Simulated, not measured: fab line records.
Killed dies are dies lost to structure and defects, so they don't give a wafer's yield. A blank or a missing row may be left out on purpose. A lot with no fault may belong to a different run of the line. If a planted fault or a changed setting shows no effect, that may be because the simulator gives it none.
8D (eight disciplines) problem report, filled in by code | flow n5Finfet | the parts of the form that need people (team, actions taken, sign-off) are left out

1. WHAT WENT WRONG
Across 3 wafers from 2 lots, CJ_P at N5_BEOL_M4_RC_MEAS_101 averages 4.42, while fault-free wafers read 5.78 with a standard deviation of 0.14. Relative to the usual mean, that is a shift of -9.7 standard deviations.
Seen first at day 11 10:02 on prober-02, wafer L835.2. At this step, 30 wafers from 10 lots have a number in the record. By rule, "out" or "out of limits" means more than 4 standard deviations away from the usual mean. All remaining wafers that have a number are taken as sound.

2. WHAT IT IS, WHAT IT ISN'T
question                    | is                     | is not
which readings at this step | CJ_P, CJ_N, RS_PWELL   | DIBL_N, DIBL_P, IOFF_N, ION_N, ION_P, SS_N, SS_P, VT_N, VT_P
which lots                  | L835, L840             | L823, L825, L828, L829, L830, L833, L834, L844
which wafers of those lots  | L835.2, L835.5, L840.5 | L835.1, L840.4, L840.6
read on which gauges        | prober-02              | prober-01
when                        | from day 11 10:02      | up to then (22 sound wafers); but 5 sound wafers of L840, L844 came after

3. THE SUSPECTS, EACH WITH WHAT RULES IT OUT
Counting: any tool at a process step up to the reading remains a suspect provided it ran every lot that is out. Sound lots after the first of them don't rule it out here, since some wafers of a struck lot are sound.
- the gauge at N5_BEOL_M4_RC_MEAS_101: kept. All the wafers that are out were read on prober-02, and no step on other tools shows them out.
- epiRpcvd-04 at N5_WELL_APT_EPI_41 (deposits Si from SiH4/H2, target thk 50 nm, time 297.7 s): kept. Ran every lot that is out, first one L835 (day 4 16:26); last sound lot up to then L834 (day 4 10:47).
Left after counting: epiRpcvd-04 at N5_WELL_APT_EPI_41, prober-02 at N5_BEOL_M4_RC_MEAS_101.

4. THE CAUSE (what the simulator had put in)
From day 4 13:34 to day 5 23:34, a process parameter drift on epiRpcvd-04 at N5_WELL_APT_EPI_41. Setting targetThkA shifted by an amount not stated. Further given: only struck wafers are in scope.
After counting, 2 suspects remain, this tool included.

5. SEQUENCE OF EFFECTS, ordered by route
One row per reading whose mean, taken over the struck wafers that have a number, lies over 3 standard deviations from the usual. Only readings whose record carries a usual standard deviation are examined. hours: median over the lots of the time between each lot's start at the first step of this table that gives one and its start at this step. sigmas: the change, counted in usual standard deviations.
hours | step                   | reading  | usual       | on struck wafers | change | sigmas
0     | N5_BEOL_M4_RC_MEAS_101 | CJ_N     | 4.33        | 4.99             | +0.66  | +7.0
0     | N5_BEOL_M4_RC_MEAS_101 | CJ_P     | 5.78        | 4.42             | -1.36  | -9.7
0     | N5_BEOL_M4_RC_MEAS_101 | RS_PWELL | 3002 ohm/sq | 3128             | +126   | +5.7

6. WHAT WOULD HAVE CAUGHT IT SOONER
Counted from the fault's start at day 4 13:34, it took 164 hours until the first out-of-limits reading at a measuring or inspecting step in this record, taken at day 11 10:02.
An alarm limit of 4 standard deviations would not have fired on the tool readings at N5_WELL_APT_EPI_41 for which the record gives a usual standard deviation, since none of them was out on any struck wafer.
All the lots that are out (2) had begun N5_WELL_APT_EPI_41 on epiRpcvd-04 by day 11 10:02. A hold on the tool at that time would have spared none of them.
